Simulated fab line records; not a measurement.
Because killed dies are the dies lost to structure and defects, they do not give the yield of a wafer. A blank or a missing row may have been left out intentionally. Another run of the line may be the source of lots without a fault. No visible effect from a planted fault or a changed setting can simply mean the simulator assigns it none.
Split-lot trial | flow n5Finfet | 21 wafers read from 7 lots, route of 1938 steps

== ABOUT THE SPLIT ==
At N5_STI_FIN_REVEAL_ETCHBACK_08 (etches SiO2 in C4F6/O2, target depth 30.5 nm, time 10.167 s), the setting timeS was moved away from the recipe's 10.167 s on 8 of the 21 wafers read, by -15.6% to +21.4%. This setting was run at the recipe's value on the other wafers.

== FROM THE SPLIT TO THE READING: what the file shows between them, 4 steps ==
- N5_STI_FIN_REVEAL_PRECLEAN_17: cleans in NF3:NH3, afs cycles 1, time 20 s, sublimation time 60 s (also split here: timeS)
- N5_STI_FIN_REVEAL_ETCH_34: etches Si in H2, material Si, target depth 0.97 nm
- N5_STI_FIN_REVEAL_OXIDATION_31: chemistry O2 PLASMA REMOTE, time 20 s
- N5_STI_FIN_REVEAL_SRD_23: time 30 s

== THE READING ==
trenchDepthNm, in nm, at N5_STI_FIN_REVEAL_FIN_H_MEAS_10. A value of 51.9 nm with a standard deviation of 0.65 nm is what fault-free wafers of this fab line usually give.

wafer  | tool, chamber at the split | timeS as run, s | against the recipe | trenchDepthNm, nm | against lot-mates on the recipe
L077.4 | rieDiel-01, 1,2            | 10.167          | recipe             | 52.9              | -
L077.5 | rieDiel-01, 3              | 9.501           | -6.6%              | 51.0              | -1.5
L077.6 | rieDiel-01, 1,2            | 10.167          | recipe             | 52.2              | -
L081.1 | rieDiel-02, 3,2            | 8.584           | -15.6%             | 46.9              | -5.6
L081.5 | rieDiel-02, 1              | 10.167          | recipe             | 52.5              | -
L081.6 | rieDiel-02, 3,2            | 8.584           | -15.6%             | 47.7              | -4.8
L083.3 | rieDiel-02, 3,2            | 10.167          | recipe             | 51.2              | -
L083.4 | rieDiel-02, 3,2            | 10.167          | recipe             | 51.4              | -
L083.6 | rieDiel-02, 1              | 11.84           | +16.5%             | 56.0              | +4.7
L084.4 | rieDiel-02, 1,2,3          | 10.167          | recipe             | 53.1              | -
L084.5 | rieDiel-02, 1,2,3          | 10.167          | recipe             | 52.4              | -
L084.6 | rieDiel-02, 1,2,3          | 10.167          | recipe             | 51.8              | -
L088.2 | rieDiel-04, 3,2,3          | 10.167          | recipe             | 53.6              | -
L088.5 | rieDiel-04, 3,2,3          | 10.167          | recipe             | 53.0              | -
L088.6 | rieDiel-04, 3,2,3          | 10.167          | recipe             | 53.6              | -
L093.2 | rieDiel-01, 1,0            | 9.016           | -11.3%             | 49.7              | -2.5
L093.3 | rieDiel-01, 1,0            | 9.016           | -11.3%             | 48.3              | -3.9
L093.5 | rieDiel-01, 2              | 10.167          | recipe             | 52.2              | -
L097.2 | rieDiel-04, 1,0            | 12.34           | +21.4%             | 58.7              | +7.3
L097.4 | rieDiel-04, 1,0            | 12.34           | +21.4%             | 58.3              | +6.9
L097.5 | rieDiel-04, 3              | 10.167          | recipe             | 51.4              | -
If several chambers appear in one row, that row covers several wafers at once and the file leaves open which wafer was in which chamber.

THE FIT
A straight line over all 21 wafers: trenchDepthNm changes by +0.287 nm for each +1% of timeS; r = +0.97; the points scatter about the line by 0.77 nm.
The same after taking each lot's own level away (the mean of its wafers on the recipe; 21 wafers): +0.318 nm for each +1%; r = +0.99; scatter 0.45 nm.
On that fit, the largest move of timeS shifts the reading by 6.8 nm.
The span of the lots' own levels, 51.30 to 53.40 nm, comes to 3.2 times the standard deviation stated above.
Hence the lot-to-lot level has little effect on the slope; both slopes agree.
Check: +6.65 nm against its lot-mates is what the line predicts for one of the wafers moved furthest among these (+21.4%) when that wafer is left out of the fit. It came out at +7.3 nm against them.

== THESE WAFERS: OTHER SPLITS ==
Before the reading, these wafers also passed through other splits. Each is held against what the fit with the lots' levels taken away leaves over:
other split on the same wafers                  | wafers away from the commonest value | r with trenchDepthNm (lot level and that fit taken away)
N5_ZERO_LAYER_EXPOSE_08 doseMj                  | 6                                    | -0.25
N5_ZERO_LAYER_DEVELOP_10 developTimeS           | 8                                    | +0.20
N5_PMOS_HMC_CHANNEL_EPI_PEB_07 pebTempC         | 4                                    | +0.17
N5_PMOS_HMC_CHANNEL_EPI_DEVELOP_08 developTimeS | 4                                    | +0.05
N5_FIN_SAQP_COAT_49 spinRpm                     | 9                                    | -0.29
N5_STI_FIN_REVEAL_PRECLEAN_17 timeS             | 3                                    | +0.20

== THE FILE'S OWN FIT ==
trenchDepthNm changes by +0.31 nm for each +1% of timeS, r = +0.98.
